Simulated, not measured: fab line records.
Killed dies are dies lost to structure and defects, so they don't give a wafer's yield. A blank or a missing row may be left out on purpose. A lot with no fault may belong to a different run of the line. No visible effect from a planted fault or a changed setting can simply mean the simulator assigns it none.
A struck lot beside a sound one :: flow nand-harc :: 15 steps out of a route of 1302
Sound: wafers L956.1, L956.3, L956.4. Struck: wafer L974.3. (L974.4 of the same lot was not struck and is left out.) The cause comes at the end.
For every step that has rows: the tool of each side, followed by ch and its chambers, followed by its first start. Under that, the readings that differ: sound wafers :: struck wafers :: difference of the means :: sigmas: that difference in standard deviations of wafers without a fault.
alike: same words and numbers on both sides, and readings whose means sit less than 2 such deviations apart. not compared: any withheld reading, any reading some wafer has no value for, any bound like >300 that may hide the same value, and any number with overlapping values for which the record gives no deviation.
A row with sigmas, a row that says differs or no value, or rows on one side alone: a step with any of these is where the two part. Non-overlapping numbers with no deviation appear without sigmas and do not part them. A reading missing from all wafers of one side parts the sides only when that side holds two or more wafers.

first, 1 step without rows for these wafers: NHARC_A_ONON_D1_DEP_03 (target thk 1000 nm).
NHARC_A_ONON_D1_THK_MEAS_05: measures by ellipsometry.
  sound on film-metro-01, day 7 20:23; struck on film-metro-01, day 15 06:44
  alike: thk-nm
following that, 1 step holds no rows for these wafers, namely NHARC_A_ONON_D1_DEP_06 (target thickness 1000 nm).
NHARC_A_ONON_D1_THK_MEAS_08: measures by ellipsometry.
  sound on film-metro-02, day 7 20:58; struck on film-metro-01, day 15 07:19
  alike: thk-nm
following that, 1 step holds no rows for these wafers, namely NHARC_A_ONON_D1_DEP_09 (target thickness 1000 nm).
NHARC_A_ONON_D1_THK_MEAS_11: measures by ellipsometry.
  sound on film-metro-02, day 7 21:32; struck on film-metro-01, day 15 07:52
  alike: thk-nm
following that, 1 step holds no rows for these wafers, namely NHARC_A_ONON_D1_DEP_12 (target thickness 1000 nm).
NHARC_A_ONON_D1_THK_MEAS_14: measures by ellipsometry.
  sound on film-metro-01, day 7 22:06; struck on film-metro-01, day 15 08:26
  alike: thk-nm
then, 2 steps without rows for these wafers: NHARC_A_ONON_D1_ANNEAL_15 (time 3600 s); NHARC_A_ONON_D1_DEP_16 (target thk 1000 nm).
NHARC_A_ONON_D1_THK_MEAS_18: measures by ellipsometry.
  sound on film-metro-02, day 8 06:08; struck on film-metro-01, day 15 18:26
  alike: thk-nm
NHARC_A_ONON_D1_DEP_19: target thk 1000 nm.
  sound on pecvd-onon-04 ch 0, day 8 06:12; struck on pecvd-onon-04 ch 0, day 15 18:36
NHARC_A_ONON_D1_THK_MEAS_21: measures by ellipsometry.
  sound on film-metro-01, day 8 06:43; struck on film-metro-01, day 15 19:00
reading: thk-nm (nm)
sound: 1005 1005 1004
struck: 679
difference: -326
sigmas: -30
following that, 1 step holds no rows for these wafers, namely NHARC_A_ONON_D1_DEP_22 (target thickness 1000 nm).
-- record jumps: 16 days between struck wafers' starts before vs after; left off in module A_ONON_D1, resumes in module END, first step shown is number 1302 of the route --
NHARC_END_SORT_01:
  only the struck wafers appear in the record here, on prober-01 ch 0 at day 31 14:40; the sound ones have no rows

WHERE THEY PART
Earliest at NHARC_A_ONON_D1_THK_MEAS_21; latest, in this record, at NHARC_END_SORT_01.

WHY: what the simulator had put in
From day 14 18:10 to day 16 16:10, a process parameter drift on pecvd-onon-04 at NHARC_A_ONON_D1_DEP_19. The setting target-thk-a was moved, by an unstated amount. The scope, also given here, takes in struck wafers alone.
